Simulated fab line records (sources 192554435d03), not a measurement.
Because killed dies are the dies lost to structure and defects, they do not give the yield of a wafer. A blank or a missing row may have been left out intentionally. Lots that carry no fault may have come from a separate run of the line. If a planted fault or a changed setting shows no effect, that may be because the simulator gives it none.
Matching of chambers / flow n5_finfet / N5_MOL_CONTACT_COAG_CO_FILL_22 on cvd_co-01: 3 sister chambers
The step material Co, precursor CCTBA/H2, target thk 20 nm. 3 wafers are shown with their chamber, then 8 later ones without.

== EACH WAFER AND ITS CHAMBER ==
wafer=L977.1; chamber=1; heater_power_w (W)=234
wafer=L977.2; chamber=2; heater_power_w (W)=231
wafer=L978.1; chamber=0; heater_power_w (W)=245

== WAFERS WHOSE CHAMBER IS MISSING ==
wafer=L978.3; heater_power_w (W)=235
wafer=L978.5; heater_power_w (W)=239
wafer=L980.3; heater_power_w (W)=245
wafer=L980.5; heater_power_w (W)=228
wafer=L980.6; heater_power_w (W)=247
wafer=L981.2; heater_power_w (W)=236
wafer=L981.3; heater_power_w (W)=230
wafer=L981.5; heater_power_w (W)=229

== CHAMBER TAKEN BY EACH ==
wafer=L978.3; from the rows above=can't be placed: 1 or 2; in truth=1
wafer=L978.5; from the rows above=can't be placed: 1 or 0 or 2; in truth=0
wafer=L980.3; from the rows above=0; in truth=0
wafer=L980.5; from the rows above=can't be placed: 2 or 1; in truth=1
wafer=L980.6; from the rows above=0; in truth=0
wafer=L981.2; from the rows above=can't be placed: 1 or 2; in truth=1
wafer=L981.3; from the rows above=can't be placed: 2 or 1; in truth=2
wafer=L981.5; from the rows above=can't be placed: 2 or 1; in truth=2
2 of 8 placed correctly. Unplaceable from these rows: 6, with the true chamber sitting among the candidates in 6. 0 placed wrongly.
How it was worked out, from the rows above alone: a wafer's distance from a chamber is the root of the sum, over the readings, of the square of ((its reading less the chamber's mean) divided by the reading's scatter). If the next closest chamber is less than 2 further off than the closest, the wafer can't be placed; otherwise it belongs to the closest. Each chamber's mean is taken over the wafers shown for it. The scatter: root of mean squared gap, hidden wafer to nearest shown wafer, with one shown wafer a chamber.
